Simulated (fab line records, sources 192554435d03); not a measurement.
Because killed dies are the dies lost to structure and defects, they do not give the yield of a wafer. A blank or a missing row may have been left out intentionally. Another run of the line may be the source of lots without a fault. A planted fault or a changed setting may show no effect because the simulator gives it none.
The same fault as seen by 2 desks    flow n5Finfet    numbers are kept per desk, each desk with only its own; the story behind them comes last

== METROLOGY DESK ==
Means of the sampled wafers that have a number, per lot and without regard to the tool the lot ran on: this is what the gauges read. A lot is out of limits, marked OUT, if its mean lies more than 4 standard deviations from the usual mean; the brackets give that distance.
Columns: A = cdNm at N5_BEOL_M11_CD_MEAS_18, usual 69.9 nm
lot   first seen here  A
L670  day 10 13:19     71.0
L669  day 10 16:02     69.8
L671  day 10 23:47     69.7
L672  day 11 04:49     69.9
L673  day 11 11:44     69.9
L674  day 11 17:28     70.3
L676  day 11 23:50     70.0
L679  day 12 19:29     69.6
L682  day 14 02:34     69.5
L685  day 14 10:54     69.5
L690  day 15 23:35     69.6
L691  day 16 02:27     69.7
This desk found nothing out of limits on any of the 12 lots.

== FOR THE TOOL OWNER'S DESK: lithoTrack-02 ==
The tool's own readings at N5_BEOL_M11_COAT_63 (time 60 s, resist thk 100 nm): means of the sampled wafers that have a number, for each lot that ran on this tool. A lot is out of limits, marked OUT, if its mean lies more than 4 standard deviations from the usual mean; the brackets give that distance.
Columns: A = heaterPowerTotalW at N5_BEOL_M11_COAT_63, usual 500.6 W; B = plateTempC at N5_BEOL_M11_COAT_63, usual 250.01 C
lot   first seen here  A                 B
L670  day 10 13:47     499.9             250.07
L676  day 12 00:32     500.2             249.93
L679  day 12 19:38     502.9             249.93
L682  day 14 02:37     517.4 (+9.4) OUT  256.00 (+40) OUT
L685  day 14 12:09     516.6 (+8.9) OUT  255.88 (+39) OUT
This desk's finding: out of limits on L682, L685; first on L682, day 14 02:37 (heaterPowerTotalW at N5_BEOL_M11_COAT_63). Within limits: L670, L676, L679.

== PUT TOGETHER ==
The tool owner's desk could have raised an alarm at day 14 02:37, on L682, L685.
From the metrology desk's view, nothing was out of limits.
The metrology desk has L682, L685 on record, within its limits.
Of the lots named, all ran N5_BEOL_M11_COAT_63 on lithoTrack-02.

== WHAT THE SIMULATOR PUT IN ==
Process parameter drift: lithoTrack-02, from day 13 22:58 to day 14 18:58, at N5_BEOL_M11_COAT_63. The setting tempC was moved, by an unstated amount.
Lots struck among those shown: L682, L685.
How many hours passed from the start of the fault until each desk's first out-of-limits reading: the tool owner's desk, 4.
